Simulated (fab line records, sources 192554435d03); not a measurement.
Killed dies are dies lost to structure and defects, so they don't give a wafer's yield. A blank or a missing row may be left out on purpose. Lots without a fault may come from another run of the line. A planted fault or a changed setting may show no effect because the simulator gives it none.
fab line records | flow n5_finfet | part 2 of 2: steps 16 to 16 of 16
record lots=7 wafers=19 last_day=17
route steps=1938 shown BEOL_M4@1052 PASSIVATION@1936
lots that met no fault: from a run of the same line without faults
start_h: hours from the record's first day to the start of the lot's first wafer shown | wait_h: hours since the lot's step before | " the same as in the row above | L1.1+2: a row that stands for several wafers | - no value, or no start given | * or withheld: withheld | < > ~ a bound
route shown NAME@n: a module of which the file shows steps, and the number in the route of the first | usual: mean/standard deviation of fault-free wafers | same: alike in all rows | chamber/n: place in a boat | sites: the reading at each site | _std_site: their standard deviation | _edge_site: outer sites' mean less inner sites' | radius_mm: how far each site lies from the wafer's centre | mask NAME#n: copy n | behind: the tool/chamber that last shaped the wafer | hold: why the lot was held/for how many hours/how that ended | device: the transistor (n, p or np) that didn't switch | end of line: the same wafers' tests at the end of the route | a step without rows: its recipe alone | killed: dies lost to structure and defects at the first sort, not the wafer's yield | map: a wafer's dies, x killed, . not, _ none there
set.NAME: the setting as run; set.NAME@STEP: as run at that earlier step | model.NAME: the simulator's own value behind a step, which no gauge read
lots at some steps of the route; a table a step, a row a wafer
services: from which hour (start_h, from the record's first day; less than 0 if before it) a tool's chamber was out of use, for how many hours, and why
## steps
# step N5_PASSIVATION_PROBE_49
# usual defect_limited_yield=91.3/1.4 killed_at_M0_to_M3=33/9.9 killed_at_M4_up=15/5.6 killed_at_contacts=13/5.7 killed_at_front_end=38/12 killed_at_other=4/3.1 killed_dies=103/17 killed_open=66/13 killed_short=32/7.8 sort_bin_4_leakage=0.02/0.16 sort_bin_5_function=5.1/0.95 sort_bin_6_memory=3.2/0.68 sort_n_pass=1077/17 sort_yield_pct=91.3/1.5
# same gross_dies=1180 killed_at_back_side=0 sort_bin_8_speed[%]=0
# columns lot.wafer tool chamber start_h wait_h defect_limited_yield[%] killed_at_M0_to_M3 killed_at_M4_up killed_at_contacts killed_at_front_end killed_at_other killed_dies killed_open killed_short sort_bin_4_leakage[%] sort_bin_5_function[%] sort_bin_6_memory[%] sort_n_pass sort_yield_pct[%]
L784.1 prober-02 - 288.23 0.0 90.0 37 18 26 36 1 118 75 40 0 5.9 3.7 1062 90.0
L784.3 prober-02 - 288.33 0.1 91.0 24 16 28 35 3 106 75 31 0 5.8 3.0 1074 91.0
L784.6 prober-02 - 288.48 0.3 90.3 22 20 17 54 2 115 68 45 0 5.2 4.2 1065 90.3
L785.2 prober-02 - 294.39 0.1 92.0 26 17 12 37 2 94 70 23 0 5.1 2.9 1086 92.0
L785.3 prober-02 - 294.44 0.1 92.7 33 14 8 28 3 86 52 33 0 3.8 3.1 1094 92.7
L785.5 prober-02 - 294.54 0.2 92.5 32 13 8 31 4 88 47 37 0 4.0 3.1 1092 92.5
L797.1 prober-02 - 371.59 0.0 86.9 58 19 11 65 2 155 102 51 1.44 8.0 4.9 1008 85.4
L797.2 prober-02 - 371.64 0.1 88.8 42 12 13 62 3 132 88 38 0 7.0 3.4 1048 88.8
L797.6 prober-02 - 371.84 0.3 89.8 32 17 26 42 3 120 77 41 0 6.1 3.6 1060 89.8
L799.2 prober-01 - 371.60 0.1 90.8 42 11 19 37 0 109 73 31 0 5.4 3.6 1071 90.8
L799.5 prober-01 - 371.75 0.2 92.3 22 13 17 35 4 91 62 29 0 4.4 3.1 1089 92.3
L800.4 prober-01 - 379.96 0.2 92.3 21 14 16 32 8 91 70 19 0 4.9 2.6 1089 92.3
L800.5 prober-01 - 380.01 0.2 91.4 48 20 6 26 1 101 63 34 0 4.7 3.6 1079 91.4
L800.6 prober-01 - 380.06 0.3 89.4 55 18 8 43 1 125 81 43 0 5.4 4.5 1055 89.4
L801.2 prober-01 - 389.09 0.1 90.1 54 12 11 31 9 117 64 47 0 4.7 5.1 1063 90.1
L801.4 prober-01 - 389.19 0.2 89.4 34 31 11 44 5 125 83 37 0 6.0 4.2 1055 89.4
L802.2 prober-01 - 396.75 0.1 92.9 27 6 13 33 5 84 51 28 0 4.3 2.6 1096 92.9
L802.3 prober-01 - 396.80 0.1 90.6 44 18 14 29 6 111 70 38 0 5.5 3.6 1069 90.6
L802.5 prober-01 - 396.90 0.2 90.0 43 7 18 38 12 118 73 37 0 5.4 3.7 1062 90.0
# killed by level:class
L784.1 MOL_CONTACT_COAG:geometric_particle:open=21 BEOL_M1:geometric_particle:open=10 FIN_SAQP:geometric_particle:open=7 FIN_SAQP:geometric_particle:short=7 STI_FIN_REVEAL:geometric_particle:open=5 BEOL_M2:geometric_particle:short=5 BEOL_M0_SAQP:geometric_particle:open=5 BEOL_M2:geometric_particle:open=5
L784.3 MOL_CONTACT_COAG:geometric_particle:open=24 STI_FIN_REVEAL:geometric_particle:open=8 FIN_SAQP:geometric_particle:open=6 FIN_SAQP:geometric_particle:short=6 STI_FIN_REVEAL:geometric_particle:short=5 BEOL_M1:geometric_particle:short=5 BEOL_M1:geometric_particle:open=5 BEOL_M2:geometric_particle:open=5
L784.6 STI_FIN_REVEAL:geometric_particle:open=12 MOL_CONTACT_COAG:geometric_particle:open=12 FIN_SAQP:geometric_particle:short=11 FIN_SAQP:geometric_particle:open=10 BEOL_M0_SAQP:geometric_particle:short=10 BEOL_M4:geometric_particle:open=8 GATE_CUT:geometric_particle:short=6 MOL_CONTACT_COAG:geometric_particle:short=5
L785.2 MOL_CONTACT_COAG:geometric_particle:open=11 BEOL_M4:geometric_particle:open=9 BEOL_M1:geometric_particle:open=8 STI_FIN_REVEAL:geometric_particle:open=7 ILD0:geometric_particle:open=7 BEOL_M2:geometric_particle:open=7 GATE_CUT:geometric_particle:open=5 GATE_CUT:geometric_particle:short=5
L785.3 BEOL_M4:geometric_particle:open=9 BEOL_M0_SAQP:geometric_particle:short=8 STI_FIN_REVEAL:geometric_particle:open=7 BEOL_M0_SAQP:geometric_particle:open=7 MOL_CONTACT_COAG:geometric_particle:open=6 GATE_CUT:geometric_particle:short=5 BEOL_M1:geometric_particle:open=5 BEOL_M2:geometric_particle:short=5
L785.5 BEOL_M0_SAQP:geometric_particle:short=10 BEOL_M1:geometric_particle:open=8 GATE_CUT:geometric_particle:short=7 MOL_CONTACT_COAG:geometric_particle:open=6 BEOL_M1:geometric_particle:short=5 BEOL_M4:geometric_particle:open=5 FIN_SAQP:geometric_particle:short=4 FIN_SAQP:geometric_particle:open=4
L797.1 BEOL_M0_SAQP:geometric_particle:short=24 FIN_SAQP:geometric_particle:open=21 BEOL_M0_SAQP:geometric_particle:open=21 STI_FIN_REVEAL:geometric_particle:open=15 BEOL_M4:geometric_particle:open=11 BEOL_M2:geometric_particle:open=8 MOL_CONTACT_COAG:geometric_particle:open=7 GATE_CUT:geometric_particle:short=7
L799.2 FIN_SAQP:geometric_particle:open=12 BEOL_M3:geometric_particle:open=11 MOL_CONTACT_COAG:geometric_particle:short=10 BEOL_M0_SAQP:geometric_particle:open=9 MOL_CONTACT_COAG:geometric_particle:open=8 STI_FIN_REVEAL:geometric_particle:open=8 BEOL_M0_SAQP:geometric_particle:short=7 BEOL_M4:geometric_particle:open=4
L797.2 STI_FIN_REVEAL:geometric_particle:open=26 BEOL_M0_SAQP:geometric_particle:open=18 BEOL_M0_SAQP:geometric_particle:short=12 MOL_CONTACT_COAG:geometric_particle:open=11 FIN_SAQP:geometric_particle:open=8 GATE_CUT:geometric_particle:short=6 STI_FIN_REVEAL:geometric_particle:short=5 BEOL_M1:geometric_particle:short=5
L799.5 MOL_CONTACT_COAG:geometric_particle:open=12 FIN_SAQP:geometric_particle:open=7 STI_FIN_REVEAL:geometric_particle:open=6 MOL_CONTACT_COAG:geometric_particle:short=5 BEOL_M1:geometric_particle:open=5 BEOL_M3:geometric_particle:open=5 BEOL_M4:geometric_particle:open=5 STI_FIN_REVEAL:geometric_particle:short=3
L797.6 MOL_CONTACT_COAG:geometric_particle:open=21 BEOL_M0_SAQP:geometric_particle:open=12 BEOL_M0_SAQP:geometric_particle:short=9 FIN_SAQP:geometric_particle:open=6 BEOL_M4:geometric_particle:open=6 FIN_SAQP:geometric_particle:short=5 STI_FIN_REVEAL:geometric_particle:open=5 GATE_CUT:geometric_particle:short=5
L800.4 MOL_CONTACT_COAG:geometric_particle:open=12 DUMMY_GATE:geometric_particle:open=10 STI_FIN_REVEAL:geometric_particle:open=7 BEOL_M2:geometric_particle:open=7 BEOL_M3:geometric_particle:open=6 BEOL_M5:geometric_particle:open=6 BEOL_M4:geometric_particle:open=5 MOL_CONTACT_COAG:geometric_particle:short=4
L800.5 BEOL_M2:geometric_particle:open=12 STI_FIN_REVEAL:geometric_particle:open=11 BEOL_M4:geometric_particle:open=10 BEOL_M0_SAQP:geometric_particle:short=9 BEOL_M0:geometric_particle:open=7 BEOL_M1:geometric_particle:open=6 MOL_CONTACT_COAG:geometric_particle:open=5 BEOL_M2:geometric_particle:short=5
L800.6 BEOL_M2:geometric_particle:open=17 BEOL_M0_SAQP:geometric_particle:short=15 STI_FIN_REVEAL:geometric_particle:open=12 BEOL_M0_SAQP:geometric_particle:open=9 FIN_SAQP:geometric_particle:open=8 DUMMY_GATE:geometric_particle:open=7 MOL_CONTACT_COAG:geometric_particle:open=5 BEOL_M4:geometric_particle:open=5
L801.2 BEOL_M3:geometric_particle:open=16 BEOL_M0_SAQP:geometric_particle:short=8 BEOL_M0_SAQP:geometric_particle:open=8 BEOL_M2:geometric_particle:open=7 MOL_CONTACT_COAG:geometric_particle:open=6 GATE_CUT:geometric_particle:short=5 BEOL_M6:geometric_particle:open=5 STARTING-WAFER:geometric_particle:short=5
L801.4 BEOL_M4:geometric_particle:open=19 FIN_SAQP:geometric_particle:open=14 BEOL_M3:geometric_particle:open=10 MOL_CONTACT_COAG:geometric_particle:open=8 FIN_SAQP:geometric_particle:short=7 BEOL_M4:geometric_particle:short=7 BEOL_M1:geometric_particle:open=7 BEOL_M0_SAQP:geometric_particle:open=6
L802.2 MOL_CONTACT_COAG:geometric_particle:open=11 BEOL_M1:geometric_particle:open=10 STI_FIN_REVEAL:geometric_particle:open=6 GATE_CUT:geometric_particle:short=6 BEOL_M3:geometric_particle:open=6 FIN_SAQP:geometric_particle:open=5 DUMMY_GATE:geometric_particle:short=5 BEOL_M0_SAQP:geometric_particle:short=4
L802.3 BEOL_M0_SAQP:geometric_particle:short=14 MOL_CONTACT_COAG:geometric_particle:open=12 BEOL_M0_SAQP:geometric_particle:open=11 BEOL_M2:geometric_particle:open=8 BEOL_M4:geometric_particle:open=6 STI_FIN_REVEAL:geometric_particle:open=4 DUMMY_GATE:geometric_particle:open=4 BEOL_M2:geometric_particle:short=4
L802.5 MOL_CONTACT_COAG:geometric_particle:open=16 BEOL_M1:geometric_particle:open=10 BEOL_M0_SAQP:geometric_particle:open=8 BEOL_M0_SAQP:geometric_particle:short=7 FIN_SAQP:geometric_particle:open=6 STI_FIN_REVEAL:geometric_particle:open=6 BEOL_M1:geometric_particle:short=6 BEOL_M2:geometric_particle:open=5
## services
# columns tool chamber start_h hours kind
rie_diel-06 - 176.36 0.6 repair
ald_sin-04 - 188.60 1.9 repair
ald_sin-04 2 200.11 3.1 repair
ald_sin-03 3 206.32 3.6 repair
ald_sin-03 - 207.72 6.0 pm
ald_sin-02 1 211.30 8.4 repair
ald_sin-02 2 231.02 9.1 repair
rie_diel-04 1 235.11 - clean
rie_diel-04 1 235.11 - consumable_replace:focus_ring
rie_diel-04 1 235.11 19.4 scheduled_down
rie_diel-04 1 235.11 19.4 vent_cycle
ald_sin-03 3 251.59 6.4 repair
ald_sin-02 3 259.25 5.0 repair
rie_diel-06 0 268.22 15.3 repair
ald_sin-02 - 268.25 14.0 pm
ald_sin-02 0 268.25 14.0 vent_cycle
ald_sin-02 1 268.25 14.0 vent_cycle
ald_sin-02 2 268.25 14.0 vent_cycle
ald_sin-02 3 268.25 14.0 vent_cycle
ald_sin-02 0 282.25 - clean
ald_sin-02 1 282.25 - clean
ald_sin-02 2 282.25 - clean
ald_sin-02 3 282.25 - clean
